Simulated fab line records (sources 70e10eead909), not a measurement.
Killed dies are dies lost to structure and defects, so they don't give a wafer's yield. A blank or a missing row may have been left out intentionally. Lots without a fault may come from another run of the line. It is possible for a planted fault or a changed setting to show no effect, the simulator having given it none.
Which tool did it? + flow nand harc + Sampling: 7 lots, 21 wafers, 2 of 1159 route steps

WHAT EACH GAUGE READ, for each wafer
NHARC_A_ONON_D1_THK_MEAS_14: measures by ellipsometry.
| lot  | measured     | on            | thk nm (nm)    |
|------|--------------|---------------|----------------|
| L643 | day 8 10:03  | film metro-01 | 996 998 997    |
| L647 | day 9 09:04  | film metro-01 | 997 995 997    |
| L648 | day 9 21:59  | film metro-01 | 1008 1009 1008 |
| L650 | day 10 07:36 | film metro-02 | 999 998 1000   |
| L652 | day 11 13:24 | film metro-02 | 1013 1013 1014 |
| L659 | day 12 08:34 | film metro-01 | 1467 1464 1465 |
| L663 | day 13 10:41 | film metro-02 | 1006 1003 1004 |

TOOL THAT RAN EACH LOT (tool first, then ch and the chambers of the sampled wafers, then the start)
| lot  | NHARC_A_ONON_D1_DEP_12           |
|------|----------------------------------|
| L643 | pecvd onon-02 ch 0, day 8 09:31  |
| L647 | pecvd onon-03 ch 0, day 9 08:40  |
| L648 | pecvd onon-03 ch 0, day 9 21:28  |
| L650 | pecvd onon-03 ch 0, day 10 07:05 |
| L652 | pecvd onon-02 ch 0, day 11 12:53 |
| L659 | pecvd onon-03 ch 0, day 12 08:03 |
| L663 | pecvd onon-01 ch 0, day 13 10:11 |
- NHARC_A_ONON_D1_DEP_12: target thk 1000 nm.

THE ANSWER, worked out from the rows above alone
Rule: the lots themselves supply what counts as usual. Put in order of their means at a reading, lots are off if they are a third of the lots or fewer, leave a main group of 4 or more, and stand apart from it by a gap of 3 or more times the standard deviation of the main group's means; of several such gaps the widest counts. Not used: any main group whose means are identical at the precision the tables above print for the reading. Also off: a lot with no number at a reading for which 4 or more lots have one. Where the step has rows for the other lots, those lots are counted as sound.
Off: L659 (NHARC_A_ONON_D1_THK_MEAS_14, thk nm). Mean 1003 nm and standard deviation 6.2 in the main group.
A tool fits if, at a process step before that reading, it ran every lot that is off, and no sound lot after the first of them. Gauges at NHARC_A_ONON_D1_THK_MEAS_14: tried the same way as those tools. 2 tools fit, pecvd onon-03 at NHARC_A_ONON_D1_DEP_12 and film metro-01 at NHARC_A_ONON_D1_THK_MEAS_14, so this cannot tell which one it is.

WHAT THE SIMULATOR HAD INSERTED
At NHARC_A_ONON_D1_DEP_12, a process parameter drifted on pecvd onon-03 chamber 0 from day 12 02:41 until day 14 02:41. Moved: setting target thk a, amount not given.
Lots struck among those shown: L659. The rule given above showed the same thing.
